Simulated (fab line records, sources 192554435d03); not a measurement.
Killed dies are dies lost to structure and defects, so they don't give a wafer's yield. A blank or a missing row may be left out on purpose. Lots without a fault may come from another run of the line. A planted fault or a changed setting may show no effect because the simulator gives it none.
A struck lot beside a sound one | flow n5_finfet | 15 steps out of a route of 1938
Sound: wafers L614.4, L614.5, L614.6. Struck: wafers L620.3, L620.4, L620.6. The cause comes at the end.
At each step with rows: each side's tool, then ch and its chambers, then its first start. Under that, the readings that differ: sound wafers | struck wafers | difference of the means | sigmas: that difference in standard deviations of wafers without a fault.
alike: readings whose means differ by less than 2 such deviations, and words and numbers that are the same on both sides. not compared: withheld readings, readings that some wafer has no value for, bounds like >300 that may hide the same value, and numbers for which the record gives no deviation and whose values overlap.
The two part at a step that has a row with sigmas, a row that says differs or no value, or rows on one side only. Numbers that don't overlap but have no deviation are shown without sigmas and don't part them. A reading that every wafer of one side lacks parts them only if that side has two wafers or more.

N5_BEOL_M7_VIA_ETCH_34: etches SiCOH lowk in C4F6/O2, target depth 125.5 nm, time 50.5 s.
  sound on rie_diel-02 ch 0,1,3, day 10 16:26; struck on rie_diel-03 ch 0,2,3, day 12 04:36
  reading    | sound             | struck            | difference | sigmas
  bias_w (W) | 185.7 184.9 185.3 | 184.3 184.8 183.6 | -1.1       | -2
  alike: drypump_motor_current_A, oes_product_au, rf_vpp_V, showerhead_plenum_p_Torr, throttle_valve_pct
  not compared: rf_hours_counter_h
then, 1 step without rows for these wafers: N5_BEOL_M7_STRIP_76 (strips in C4F6/O2).
N5_BEOL_M7_STRIP_36: strips in N2/H2.
  sound on rie_diel-02 ch 0,1,3, day 10 16:29; struck on rie_diel-03 ch 0,2,3, day 12 04:39
  alike: drypump_motor_current_A, oes_product_au, rf_vpp_V, showerhead_plenum_p_Torr, throttle_valve_pct
  not compared: rf_hours_counter_h
N5_BEOL_M7_TRENCH_ETCH_37: etches SiCOH lowk in C4F6/O2, target depth 93.478 nm, time 31.2 s.
  sound on rie_diel-02 ch 0,1,3; struck on rie_diel-03 ch 0,2,3
  alike: bias_w, drypump_motor_current_A, oes_product_au, rf_vpp_V, showerhead_plenum_p_Torr, throttle_valve_pct
  not compared: rf_hours_counter_h
N5_BEOL_M7_ETCH_41: etches SiCN in CH3F/O2, target depth 31.9 nm, time 57.8 s.
  sound on rie_diel-02 ch 0,1,3; struck on rie_diel-03 ch 0,2,3
  alike: bias_w, drypump_motor_current_A, oes_product_au, rf_vpp_V, showerhead_plenum_p_Torr, throttle_valve_pct
  not compared: rf_hours_counter_h
N5_BEOL_M7_STRIP_80: strips in N2/H2, time 10 s.
  sound on rie_diel-02 ch 0,1,3; struck on rie_diel-03 ch 0,2,3
  alike: drypump_motor_current_A, oes_product_au, rf_vpp_V, showerhead_plenum_p_Torr, throttle_valve_pct
  not compared: rf_hours_counter_h
N5_BEOL_M7_OCD_MEAS_38:
  sound on ocd-02, day 10 16:40; struck on ocd-02, day 12 04:51
  alike: trench_depth_nm
then, 4 steps without rows for these wafers: N5_BEOL_M7_HM_STRIP_39 (strips TiN in peroxide tin strip, target depth 25 nm, time 158 s); N5_BEOL_M7_SRD_40 (time 30 s); N5_BEOL_M7_PRECLEAN_42 (cleans in residue remover, time 60 s); N5_BEOL_M7_SRD_43 (time 30 s).
N5_BEOL_M7_CD_MEAS_35: target cd 40 nm.
  sound on cd_sem-02, day 10 16:49; struck on cd_sem-01, day 12 05:00
  alike: cd_nm
N5_BEOL_M7_CURE_75: cures SiCOH lowk, time 120 s.
  sound on uv_cure-02 ch 1, day 10 17:00; struck on uv_cure-02 ch 0, day 12 05:20
  no value came back on the struck wafers for lamp_power_pct (%), run_length_s (s), wafer_temp_C_max; on the sound wafers lamp_power_pct (%) reads 52.27 52.40 52.33
then, 1 step without rows for these wafers: N5_BEOL_M7_DEGAS_44 (time 60 s).
-- the record jumps here: 3 days lie between the struck wafers' starts before and after (it left off in module BEOL_M7 and takes up again in module PASSIVATION, whose first step shown is number 1936 of the route) --
N5_PASSIVATION_PROBE_49:
  the record has rows for the struck wafers here (prober-01, day 15 03:25) and none for the sound ones

WHERE THEY PART
First at N5_BEOL_M7_VIA_ETCH_34; last, within this record, at N5_PASSIVATION_PROBE_49.

WHY: what the simulator had put in
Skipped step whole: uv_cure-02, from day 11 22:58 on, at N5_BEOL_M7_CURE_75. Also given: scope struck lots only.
